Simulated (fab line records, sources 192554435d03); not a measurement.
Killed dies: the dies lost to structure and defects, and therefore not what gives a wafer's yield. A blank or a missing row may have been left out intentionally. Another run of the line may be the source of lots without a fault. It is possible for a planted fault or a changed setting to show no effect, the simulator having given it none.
Chamber matching :: flow n5-finfet :: N5_BEOL_M6_DEP_56 on pecvd-01 has 3 sister chambers
The step deposits SiCN from 3MS/NH3, target thk 10 nm, time 17.5 s. 18 wafers are shown with their chamber, then 9 later ones without.

## WAFERS WITH THEIR CHAMBER
wafer: L074.1
chamber: 0
throttle-valve-pct (%): 9.1
showerhead-plenum-p-Torr (Torr): 3.644

wafer: L074.5
chamber: 2
throttle-valve-pct (%): 8.9
showerhead-plenum-p-Torr (Torr): 3.629

wafer: L074.6
chamber: 1
throttle-valve-pct (%): 10.0
showerhead-plenum-p-Torr (Torr): 3.675

wafer: L075.2
chamber: 2
throttle-valve-pct (%): 8.7
showerhead-plenum-p-Torr (Torr): 3.630

wafer: L075.5
chamber: 1
throttle-valve-pct (%): 10.0
showerhead-plenum-p-Torr (Torr): 3.668

wafer: L075.6
chamber: 0
throttle-valve-pct (%): 9.2
showerhead-plenum-p-Torr (Torr): 3.658

wafer: L079.1
chamber: 1
throttle-valve-pct (%): 9.8
showerhead-plenum-p-Torr (Torr): 3.667

wafer: L079.3
chamber: 0
throttle-valve-pct (%): 9.1
showerhead-plenum-p-Torr (Torr): 3.655

wafer: L079.4
chamber: 0
throttle-valve-pct (%): 9.3
showerhead-plenum-p-Torr (Torr): 3.664

wafer: L084.1
chamber: 0
throttle-valve-pct (%): 9.1
showerhead-plenum-p-Torr (Torr): 3.655

wafer: L084.4
chamber: 2
throttle-valve-pct (%): 8.9
showerhead-plenum-p-Torr (Torr): 3.629

wafer: L084.6
chamber: 0
throttle-valve-pct (%): 9.3
showerhead-plenum-p-Torr (Torr): 3.642

wafer: L087.1
chamber: 2
throttle-valve-pct (%): 8.9
showerhead-plenum-p-Torr (Torr): 3.633

wafer: L087.2
chamber: 0
throttle-valve-pct (%): 9.0
showerhead-plenum-p-Torr (Torr): 3.663

wafer: L087.4
chamber: 2
throttle-valve-pct (%): 8.8
showerhead-plenum-p-Torr (Torr): 3.620

wafer: L085.1
chamber: 0
throttle-valve-pct (%): 9.1
showerhead-plenum-p-Torr (Torr): 3.656

wafer: L085.4
chamber: 1
throttle-valve-pct (%): 10.0
showerhead-plenum-p-Torr (Torr): 3.660

wafer: L085.6
chamber: 2
throttle-valve-pct (%): 8.7
showerhead-plenum-p-Torr (Torr): 3.633

SIGNATURES (averages over the wafers above)
reading: throttle-valve-pct
chamber 0: 9.150
chamber 1: 9.950
chamber 2: 8.817
scatter within a chamber: 0.103

reading: showerhead-plenum-p-Torr
chamber 0: 3.65462
chamber 1: 3.66750
chamber 2: 3.62900
scatter within a chamber: 0.00669
Rule: a wafer's distance from a chamber is the root of the sum, over the readings, of the square of ((its reading less the chamber's mean) divided by the reading's scatter). If the next closest chamber is less than 2 further off than the closest, the wafer can't be placed; otherwise it belongs to the closest. The scatter: the root of (the sum of the squares of (reading less its chamber's mean) over the shown wafers, divided by (wafers less chambers)).

## WAFERS MISSING THEIR CHAMBER
wafer: L088.1
throttle-valve-pct (%): 10.1
showerhead-plenum-p-Torr (Torr): 3.670

wafer: L088.3
throttle-valve-pct (%): 9.3
showerhead-plenum-p-Torr (Torr): 3.668

wafer: L088.5
throttle-valve-pct (%): 9.6
showerhead-plenum-p-Torr (Torr): 3.678

wafer: L091.2
throttle-valve-pct (%): 9.1
showerhead-plenum-p-Torr (Torr): 3.655

wafer: L091.3
throttle-valve-pct (%): 9.0
showerhead-plenum-p-Torr (Torr): 3.631

wafer: L091.4
throttle-valve-pct (%): 9.4
showerhead-plenum-p-Torr (Torr): 3.648

wafer: L097.1
throttle-valve-pct (%): 9.3
showerhead-plenum-p-Torr (Torr): 3.649

wafer: L097.4
throttle-valve-pct (%): 10.0
showerhead-plenum-p-Torr (Torr): 3.673

wafer: L097.5
throttle-valve-pct (%): 8.9
showerhead-plenum-p-Torr (Torr): 3.631

## THE CHAMBER EACH PASSED THROUGH
wafer: L088.1
from the rows above: 1
in truth: 1

wafer: L088.3
from the rows above: 0
in truth: 0

wafer: L088.5
from the rows above: can't be placed: 1 or 0
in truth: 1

wafer: L091.2
from the rows above: 0
in truth: 0

wafer: L091.3
from the rows above: 2
in truth: 2

wafer: L091.4
from the rows above: 0
in truth: 0

wafer: L097.1
from the rows above: 0
in truth: 0

wafer: L097.4
from the rows above: 1
in truth: 1

wafer: L097.5
from the rows above: 2
in truth: 2
Correct placement for 8 of the 9. Not placeable from these rows: 1 (in 1, the candidates include the true chamber). Wrongly placed: 0.
